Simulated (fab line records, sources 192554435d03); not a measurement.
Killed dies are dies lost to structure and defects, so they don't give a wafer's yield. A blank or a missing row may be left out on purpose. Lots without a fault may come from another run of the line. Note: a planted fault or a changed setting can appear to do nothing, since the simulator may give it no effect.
Matching of chambers + flow n5Finfet + rieDiel-01 running N5_BEOL_M5_STRIP_19: 4 sister chambers
The step strips in O2. 8 wafers are shown with their chamber, then 10 later ones without.

== WAFERS, EACH WITH ITS CHAMBER ==
| wafer  | chamber | drypumpMotorCurrentA (A) | throttleValvePct (%) |
|--------|---------|--------------------------|----------------------|
| L082.6 | 0       | 6.10                     | 16.24                |
| L089.1 | 0       | 6.07                     | 16.25                |
| L089.4 | 1       | 6.22                     | 16.45                |
| L089.6 | 2       | 5.60                     | 16.33                |
| L088.4 | 2       | 5.59                     | 16.32                |
| L088.6 | 3       | 5.89                     | 16.90                |
| L091.3 | 1       | 6.23                     | 16.44                |
| L091.4 | 3       | 5.91                     | 16.88                |

== WAFERS WITH NO CHAMBER GIVEN ==
| wafer  | drypumpMotorCurrentA (A) | throttleValvePct (%) |
|--------|--------------------------|----------------------|
| L091.6 | 5.62                     | 16.32                |
| L094.1 | 6.08                     | 16.24                |
| L094.2 | 5.89                     | 16.91                |
| L094.3 | 6.24                     | 16.44                |
| L094.4 | 5.60                     | 16.34                |
| L094.5 | 6.22                     | 16.45                |
| L094.6 | 5.59                     | 16.35                |
| L096.2 | 6.19                     | 16.45                |
| L096.4 | 5.55                     | 16.35                |
| L096.5 | 6.21                     | 16.46                |

== EACH ONE'S CHAMBER ==
| wafer  | from the rows above | in truth |
|--------|---------------------|----------|
| L091.6 | 2                   | 2        |
| L094.1 | 0                   | 0        |
| L094.2 | 3                   | 3        |
| L094.3 | 1                   | 1        |
| L094.4 | 2                   | 2        |
| L094.5 | 1                   | 1        |
| L094.6 | 2                   | 2        |
| L096.2 | 1                   | 1        |
| L096.4 | 2                   | 2        |
| L096.5 | 1                   | 1        |
Correctly placed: 10 of 10. Not placeable from these rows: 0. 0 placed wrongly.
How it was worked out, from the rows above alone: a wafer's distance from a chamber is the root of the sum, over the readings, of the square of ((its reading less the chamber's mean) divided by the reading's scatter). The wafer belongs to the nearest chamber; if the next one is less than 2 further off, it can't be placed. Each chamber's mean is taken over the wafers shown for it. The scatter is the square root of a quotient: the sum, over the shown wafers, of each reading's squared deviation from its chamber's mean, divided by wafers minus chambers.
